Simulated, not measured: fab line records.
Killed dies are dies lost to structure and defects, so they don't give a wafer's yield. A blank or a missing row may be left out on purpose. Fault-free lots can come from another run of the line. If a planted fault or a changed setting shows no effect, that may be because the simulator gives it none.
fab line records + flow n5Finfet
record
- lots=3
- wafers=9
- lastDay=17
route steps=1938 shown MOL_CONTACT_COAG@529 PASSIVATION@1936
lots that met no fault: from a run of the same line without faults
startH: start of the lot's first displayed wafer, in hours after the record's first day + waitH: hours since the lot's step before + " the same as in the row above + L1.1+2: one row covering several wafers at once + - no value, or no start was given + * or withheld: withheld + < > ~ a bound
route shown NAME@n: NAME is a module with steps in the file, n the number in the route of the first one + usual: mean and standard deviation over wafers with no fault + same: alike in all rows + chamber/n: place in a boat + sites: the reading at each site + _std_site: standard deviation of those values + _edge_site: mean of outer sites minus mean of inner sites + radiusMm: for every site, how far away it sits from the centre of the wafer + mask NAME#n: copy n + behind: the last tool/chamber to shape the wafer + hold: the reason the lot was held/the length of the hold in hours/how it ended + device: which transistor (n, p or np) failed to switch + end of line: tests run on the same wafers once the route is complete + step lacking rows: just its recipe + killed: count of dies lost to structure and defects at first sort (not the wafer's yield) + map: dies across one wafer; x = killed, . = not, _ = none there
set.NAME: the setting that was run; set.NAME@STEP: the one run at that earlier step + model.NAME: the simulator's own value behind a step, which no gauge read
lots seen at some steps along the route; tables by step, rows by wafer
services: the hour from which a tool's chamber was out of use, counted from the record's first day as startH (under 0 if before that day), plus the number of hours and why
## steps
# step N5_MOL_CONTACT_COAG_DESCUM_13
# recipe
- chemistry=O2
- timeS=7
- sourcePowerW=50
- biasPowerW=20
- pressureMtorr=20
- rfFrequencyHz=2.712e+07
- tempC=40
- resist=CAR-EUV
- o2FlowSccm=225
# step N5_MOL_CONTACT_COAG_ETCH_59
# recipe
- chemistry=N2/H2
- target=underlayer
- targetDepthA=130
- maskMaterial=CAR-EUV
- timeS=10.4
- ionEnergyEv=200
- pressureMtorr=30
- sourceW=840
- biasW=150
- n2FlowSccm=200
- h2FlowSccm=200
- ends=cleared
# step N5_MOL_CONTACT_COAG_ETCH_105
# recipe
- chemistry=CF4
- target=SiARC
- targetDepthA=156
- maskMaterial=CAR-EUV
- timeS=26
- ionEnergyEv=80
- pressureMtorr=40
- sourceW=545
- biasW=36
- Ar_flow_sccm=100
- cf4FlowSccm=100
- ends=cleared
# step N5_MOL_CONTACT_COAG_ETCH_106
# recipe
- chemistry=N2/H2
- target=SOC
- targetDepthA=800
- overetchA=160
- maskMaterial=SiARC
- tempC=40
- timeS=120
- ionEnergyEv=200
- pressureMtorr=30
- sourceW=840
- biasW=150
- n2FlowSccm=200
- h2FlowSccm=200
# step N5_MOL_CONTACT_COAG_STRIP_107
# recipe
- chemistry=N2/H2
- tempC=40
- n2FlowSccm=200
- h2FlowSccm=200
- rfFrequencyHz=6e+07
# step N5_MOL_CONTACT_COAG_STRIP_108
# recipe
- chemistry=N2/H2
- tempC=40
- n2FlowSccm=200
- h2FlowSccm=200
- rfFrequencyHz=6e+07
# step N5_MOL_CONTACT_COAG_CONTACT_ETCH_14
# recipe
- chemistry=C4F6/O2
- target=SiO2
- targetDepthA=275
- overetchA=85
- maskMaterial=SOC
- pressureMtorr=30
- sourceW=370
- biasW=185
- Ar_flow_sccm=300
- C4F6_flow_sccm=16
- O2_flow_sccm=10
- timeS=20
- ionEnergyEv=259.6
# step N5_MOL_CONTACT_COAG_STRIP_109
# recipe
- chemistry=C4F6/O2
- resist=SiARC
- rfFrequencyHz=6e+07
# step N5_MOL_CONTACT_COAG_ETCH_15
# recipe
- chemistry=CH3F/O2
- target=SiNx
- targetDepthA=70
- maskMaterial=SOC
- stopOn=Si:P
- overEtchFrac=0.75
- ionEnergyEv=120
- pressureMtorr=30
- sourceW=395
- biasW=73
- Ar_flow_sccm=150
- CH3F_flow_sccm=30
- O2_flow_sccm=20
# step N5_MOL_CONTACT_COAG_ETCH_110
# recipe
- chemistry=CF4/O2
- target=Si
- targetDepthA=25
- timeS=8
- pressureMtorr=100
- sourceW=200
- biasW=12
- ionEnergyEv=60
- Ar_flow_sccm=100
- cf4FlowSccm=100
- O2_flow_sccm=10
# usual
- drypumpMotorCurrentA=5.9/0.4
- oesProductAu=0.80/0.088
- rfVppV=128.0/2.8
- showerheadPlenumPTorr=2.22/0.068
- throttleValvePct=10.68/0.23
| lot.wafer | tool       | chamber | startH | waitH | drypumpMotorCurrentA | oesProductAu | rfHoursCounterH | rfVppV | showerheadPlenumPTorr | throttleValvePct |
|-----------|------------|---------|--------|-------|----------------------|--------------|-----------------|--------|-----------------------|------------------|
| L573.1    | rieDiel-04 | 1       | 87.75  | 0.0   | 6.3                  | 0.87         | 52              | 125.1  | 2.17                  | 10.28            |
| L573.4    | "          | 1       | "      | "     | 6.3                  | 0.87         | -               | 125.0  | 2.17                  | 10.30            |
| L573.5    | "          | 2       | "      | "     | 6.1                  | 0.74         | -               | 130.1  | 2.19                  | 10.81            |
| L585.1    | rieDiel-04 | 1       | 165.19 | 0.0   | 6.3                  | 0.83         | 82              | 125.2  | 2.16                  | 10.39            |
| L585.2    | "          | 2       | "      | "     | 6.1                  | 0.70         | 220             | 129.6  | 2.18                  | 10.91            |
| L585.4    | "          | 0       | "      | "     | 5.8                  | 0.98         | 2               | 128.5  | 2.38                  | 10.23            |
| L595.1    | rieDiel-02 | 1       | 221.24 | 0.1   | 6.0                  | 0.69         | 226             | 126.2  | 2.21                  | 10.90            |
| L595.3    | "          | 3       | "      | "     | 5.5                  | 0.88         | -               | 132.9  | 2.27                  | 10.56            |
| L595.5    | "          | 1       | "      | "     | 6.0                  | 0.69         | -               | 127.9  | 2.21                  | 10.89            |
# step N5_MOL_CONTACT_COAG_STRIP_98
# recipe
- chemistry=N2/H2
- powerW=500
- tempC=40
- pressureMtorr=50
- rfFrequencyHz=6e+07
- overashFraction=0.3
- biasPowerW=8
- h2Frac=0.5
- n2FlowSccm=300
- h2FlowSccm=300
# step N5_MOL_CONTACT_COAG_IMPLANT_129
# recipe
- species=Ge
- energyKev=3
- doseCm2=6e+14
- tiltDeg=0
- rotationDeg=0
# step N5_MOL_CONTACT_COAG_PRECLEAN_111
# recipe
- chemistry=NF3:NH3
- afsCycles=1
- tempC=30
- timeS=20
- sublimationTempC=180
- sublimationTimeS=60
- pressureTorr=3
- rfPowerW=30
# step N5_MOL_CONTACT_COAG_TI_SIL_19
# recipe
- material=Ti
- targetThkA=42
- tempC=200
- chamberPressurePa=5
- powerW=5000
- timeS=15
# step N5_MOL_CONTACT_COAG_ALD_20
# recipe
- material=TiN
- targetThkA=15
- tempC=400
- aldPrecursorFamily=TiCl4
- aldCoReactant=NH3
- pulseTimeS=1
- purgeTimeS=3
- coReactantPurgeTimeS=2
- coReactantPulseTimeS=2
- aldCycles=68
- pressureTorr=3
# step N5_MOL_CONTACT_COAG_SIL_ANNEAL_21
# recipe
- tempC=550
- timeS=60
- ambient=N2
# step N5_MOL_CONTACT_COAG_PRE_CLEAN_141
# recipe
- gas=H2/He
- timeS=60
- tempC=300
# step N5_MOL_CONTACT_COAG_SPUTTER_143
# recipe
- material=Co
- targetThkA=25
- tempC=25
- chamberPressurePa=0.2
# step N5_MOL_CONTACT_COAG_CO_FILL_22
# recipe
- material=Co
- targetThkA=200
- tempC=200
- precursor=CCTBA/H2
- pressureTorr=30
# step N5_MOL_CONTACT_COAG_ANNEAL_113
# recipe
- tempC=400
- timeS=300
- ambient=H2/N2
# step N5_MOL_CONTACT_COAG_PRE_CLEAN_142
# recipe
- gas=H2/He
- timeS=60
- tempC=300
# step N5_MOL_CONTACT_COAG_SPUTTER_130
# recipe
- material=Co
- targetThkA=475
- tempC=25
- chamberPressurePa=0.5
- powerW=3000
# step N5_MOL_CONTACT_COAG_PRECLEAN_125
# recipe
- chemistry=DIW
- timeS=57.5
- tempC=23
# step N5_MOL_CONTACT_COAG_SRD_126
# recipe
- dryTimeS=32
- dry=n2Spin
- spinRpm=1500
# step N5_MOL_CONTACT_COAG_CMP_23
# recipe
- stopOn=SiO2
- tOverpolishS=1.5
- postCmpClean=cuAlkaline
- downForcePsi=2
- platenRpm=50.289
- padVelocityMS=1.0006
- targetThkNm=0
# step N5_MOL_CONTACT_COAG_WET_ETCH_26
# recipe
- target=Co
- targetDepthNm=13
# step N5_MOL_CONTACT_COAG_WET_ETCH_116
# recipe
- chemistry=SC1-inhibited
- targetDepthNm=4.6
- dry=ipaMarangoni
- rinseTimeS=30
- rinseTempC=23
# step N5_MOL_CONTACT_COAG_ALD_27
# recipe
- material=SiOC
- targetThkA=170
- tempC=400
- aldPrecursorFamily=carbosiloxane
- aldCoReactant=H2-plasma
- pulseTimeS=1.5
- timeS=2720
- purgeTimeS=2
- coReactantPurgeTimeS=2
- aldCycles=340
- pressureTorr=2
# step N5_MOL_CONTACT_COAG_CMP_28
# recipe
- stopOn=SiNx
- tOverpolishS=0.85
- postCmpClean=alkalineBrush
- downForcePsi=4.15
- platenRpm=51.8
- padVelocityMS=1.0307
- targetThkNm=14.522
# step N5_MOL_CONTACT_COAG_ALD_123
# recipe
- material=SiNx
- targetThkA=50
- tempC=400
- aldPrecursorFamily=SiH2I2
- aldCoReactant=N2/H2-plasma
- pulseTimeS=1
- purgeTimeS=2
- coReactantPurgeTimeS=2
- aldCycles=100
- pressureTorr=2
# step N5_MOL_CONTACT_COAG_PECVD_31
# recipe
- material=SiO2
- targetThkA=460
- tempC=400
- precursor=TEOS/O2
- pressureTorr=6.5
- rfW=withheld
- teosFlowSccm=withheld
- gas=O2
- flowSccm=2650
- timeS=8.9
# step N5_MOL_CONTACT_COAG_COAT_75
# recipe
- resist=SOC
- tempC=250
- timeS=60
- spinRpm=1500
- resistThkNm=60
# step N5_MOL_CONTACT_COAG_COAT_76
# recipe
- resist=SiARC
- tempC=220
- timeS=60
- spinRpm=1500
- resistThkNm=10
# step N5_MOL_CONTACT_COAG_COAT_77
# recipe
- resist=underlayer
- tempC=205
- timeS=60
- spinRpm=1500
- resistThkNm=10
# step N5_MOL_CONTACT_COAG_COAT_78
# recipe
- resist=CAR-EUV
- spinRpm=1500
- resistThkNm=40
# step N5_PASSIVATION_PROBE_49
# usual
- defectLimitedYield=91.2/1.6
- killed_at_M0_to_M3=31/10
- killed_at_M4_up=14/4.4
- killedAtContacts=13/6
- killedAtFrontEnd=43/13
- killedAtOther=3.5/2.6
- killedDies=104/18
- killedOnRim=14/4.6
- killedOpen=68/14
- killedShort=34/8.1
- sort_bin_5_function=5.1/1.1
- sort_bin_6_memory=3.3/0.68
- sortNPass=1076/18
- sortYieldPct=91.2/1.6
# same
- grossDies=1180
- killedAtBackSide=0
- sort_bin_4_leakage[%]=0
- sort_bin_8_speed[%]=0
| lot.wafer | tool      | chamber | startH | waitH | defectLimitedYield[%] | killed_at_M0_to_M3 | killed_at_M4_up | killedAtContacts | killedAtFrontEnd | killedAtOther | killedDies | killedOnRim | killedOpen | killedShort | sort_bin_5_function[%] | sort_bin_6_memory[%] | sortNPass | sortYieldPct[%] |
|-----------|-----------|---------|--------|-------|-----------------------|--------------------|-----------------|------------------|------------------|---------------|------------|-------------|------------|-------------|------------------------|----------------------|-----------|-----------------|
| L585.1    | prober-02 | -       | 351.25 | 0.0   | 83.1                  | 25                 | 10              | 134              | 30               | 1             | 200        | 31          | 48         | 35          | 9.2                    | 3.5                  | 980       | 83.1            |
| L585.2    | prober-02 | -       | 351.30 | 0.1   | 90.8                  | 40                 | 14              | 16               | 31               | 7             | 108        | 21          | 73         | 24          | 4.6                    | 3.1                  | 1072      | 90.8            |
| L585.4    | prober-02 | -       | 351.40 | 0.2   | 91.4                  | 23                 | 19              | 27               | 26               | 6             | 101        | 8           | 72         | 28          | 5.6                    | 2.8                  | 1079      | 91.4            |
| L595.1    | prober-01 | -       | 413.76 | 0.0   | 89.8                  | 38                 | 12              | 15               | 53               | 2             | 120        | 15          | 79         | 37          | 5.6                    | 3.9                  | 1060      | 89.8            |
| L595.3    | prober-01 | -       | 413.86 | 0.1   | 85.9                  | 31                 | 19              | 10               | 101              | 5             | 166        | 26          | 115        | 47          | 8.2                    | 5.1                  | 1014      | 85.9            |
| L595.5    | prober-01 | -       | 413.96 | 0.2   | 91.6                  | 19                 | 14              | 5                | 57               | 4             | 99         | 19          | 60         | 31          | 4.5                    | 2.9                  | 1081      | 91.6            |
# killed by level:class
L585.1 MOL_CONTACT_COAG:unspecified=114 MOL_CONTACT_COAG:geometricParticle:open=15 BEOL_M0_SAQP:geometricParticle:open=9 BEOL_M0_SAQP:geometricParticle:short=7 MOL_CONTACT_COAG:geometricParticle:short=5 STI_FIN_REVEAL:geometricParticle:open=5 BEOL_M4:geometricParticle:open=4 STARTING-WAFER:geometricParticle:short=4
L585.2 MOL_CONTACT_COAG:geometricParticle:open=15 BEOL_M0_SAQP:geometricParticle:short=12 HKMG_FIN:areaEtch=11 BEOL_M0_SAQP:geometricParticle:open=9 BEOL_M2:geometricParticle:open=7 BEOL_M1:geometricParticle:open=6 BEOL_M4:geometricParticle:open=6 DUMMY_GATE:geometricParticle:open=5
L585.4 MOL_CONTACT_COAG:geometricParticle:open=19 BEOL_M4:geometricParticle:open=12 MOL_CONTACT_COAG:geometricParticle:short=8 STARTING-WAFER:geometricParticle:open=7 FIN_SAQP:geometricParticle:open=6 BEOL_M1:geometricParticle:open=6 DUMMY_GATE:geometricParticle:open=5 BEOL_M0_SAQP:geometricParticle:short=5
L595.1 STI_FIN_REVEAL:geometricParticle:open=15 MOL_CONTACT_COAG:geometricParticle:open=11 FIN_SAQP:geometricParticle:open=9 FIN_SAQP:geometricParticle:short=8 BEOL_M3:geometricParticle:open=8 BEOL_M0:geometricParticle:open=7 BEOL_M2:geometricParticle:open=7 STI_FIN_REVEAL:geometricParticle:short=5
L595.3 STI_FIN_REVEAL:geometricParticle:open=28 FIN_SAQP:geometricParticle:open=15 BEOL_M2:geometricParticle:open=13 GATE_CUT:geometricParticle:short=12 FIN_SAQP:geometricParticle:short=11 STI_FIN_REVEAL:geometricParticle:short=11 DUMMY_GATE:geometricParticle:open=10 MOL_CONTACT_COAG:geometricParticle:open=10
L595.5 STI_FIN_REVEAL:geometricParticle:open=12 FIN_SAQP:geometricParticle:open=8 HKMG_FIN:areaEtch=8 BEOL_M4:geometricParticle:open=7 FIN_SAQP:geometricParticle:short=6 BEOL_M2:geometricParticle:open=6 DUMMY_GATE:geometricParticle:open=5 BEOL_M1:geometricParticle:open=5
# map L585.1 (x killed, . not)
_________________............________________
______________...........x......_____________
___________xx.....xx..............x__________
__________.......x...........x...x.x_________
________.............x.x...x.........._______
_______x...........x...........x.......______
______........x......x.................._____
_____......x......x........x........x....____
____............x.................x.......___
___.............x...x......x..............x__
___...........x...................x........__
__.x.....x.............................x...._
__............x............x..x............._
_...x.......x...................x............
_.........x........xxx..x...x................
_......x.....................................
_...xx.x.....x...............x........xx..x..
_xxx.xxxxxxx....x............................
_x.xxxxxxxxx.x............x..................
_xxxxxxxxxxx..xx................x..x.........
_xxxxxxxxxxxxx.........................xx....
__xxxxxxxxxxx.............x.....x..........._
__xxxxxxxxxxx.x................x............_
___xxxxxxxxxx.xx...........................__
___xxxxxxxxxx....x...x...x.................__
____xxxxxxxx...x..................x......x___
_____xxxxxxxx.............x.........x....____
______xxxxx.....x......x................_____
_______xxx.x..................x.......x______
________........x............x........_______
__________.................x....x..x_________
___________...x.x................x.__________
______________.................._____________
_________________............________________
# map L573.5 (x killed, . not)
_________________....x.....x.________________
______________.................._____________
___________x..........x..........xx__________
__________...x..x..............x...._________
________.....x...x.x..........x......._______
_______x...........x...x...........x...______
______.................................._____
_____.......x....x..........x...x.......x____
____..x..x..........x.........x...........___
___........x..x...........................x__
___..........x..................x..........__
__................x.............x.......x..._
__..x............x.........................._
_..........................x.xx..............
_.....x...............................x......
_......x................x....................
_..x.............x............x..............
_..........x......x.....x.......x............
_................x.................x.....x...
_x................x........x............x....
_.x.......x................xx.....xxxx....x..
__.....x.............x....x................x_
__x...x......x.............................._
___..xx.x............x.....x...xx.....x....__
___.x.....xx.........x.....................__
____x.x......x.x........x.....x........x..___
_____x...........................x....x..____
______.x.................x.x.....x...x.._____
_______..x........x...x................______
________.x..........x...x.x.......x..x_______
__________x.........x......x.......x_________
___________..........x.............__________
______________....x......x......_____________
_________________...x....x...________________
## services
| tool       | chamber | startH | hours | kind                         |
|------------|---------|--------|-------|------------------------------|
| rieDiel-04 | 3       | 73.27  | -     | clean                        |
| rieDiel-04 | 3       | 73.27  | -     | consumableReplace:focusRing  |
| rieDiel-04 | 3       | 73.27  | 14.5  | scheduledDown                |
| rieDiel-04 | 3       | 73.27  | 14.5  | ventCycle                    |
| rieDiel-04 | 3       | 99.28  | 11.7  | repair                       |
| rieDiel-02 | 3       | 130.61 | -     | clean                        |
| rieDiel-02 | 3       | 130.61 | -     | consumableReplace:focusRing  |
| rieDiel-02 | 3       | 130.61 | 21.8  | scheduledDown                |
| rieDiel-02 | 3       | 130.61 | 21.8  | ventCycle                    |
| rieDiel-04 | 0       | 144.21 | -     | clean                        |
| rieDiel-04 | 0       | 144.21 | -     | consumableReplace:focusRing  |
| rieDiel-04 | 0       | 144.21 | -     | consumableReplace:showerhead |
| rieDiel-04 | 0       | 144.21 | 16.1  | scheduledDown                |
| rieDiel-04 | 0       | 144.21 | 16.1  | ventCycle                    |
| rieDiel-02 | 1       | 186.80 | 2.4   | repair                       |
| rieDiel-02 | 0       | 218.61 | 13.5  | repair                       |
## key
firstSign
- step=N5_PASSIVATION_PROBE_49
- reading=killedAtContacts
- direction=up
- sigmas=20
- usual=13
- struck=134
effect
- step=N5_PASSIVATION_PROBE_49
- reading=defectLimitedYield
- direction=down
- sigmas=5.2
- usual=91.2
- struck=83.1
moreKillsBornAt
- N5_MOL_CONTACT_COAG_ETCH_110@rieDiel-04=114
metAt N5_MOL_CONTACT_COAG_ETCH_110
struckWafers L585.1
baselineLoss
- step=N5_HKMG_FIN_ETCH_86
- wafers=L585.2
onsetBetween 87.75 165.19
fault
- kind=chamberParticleSource
- tool=rieDiel-04
- chamber=1
- onsetH=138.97
- steps=N5_MOL_CONTACT_COAG_ETCH_110
- ratePerVisitCm2=1.9252
- endH=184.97
# baselineLoss: these wafers lose ten dies or more at that step, a loss of the line's own and not of a fault; the sort's usual values leave them out
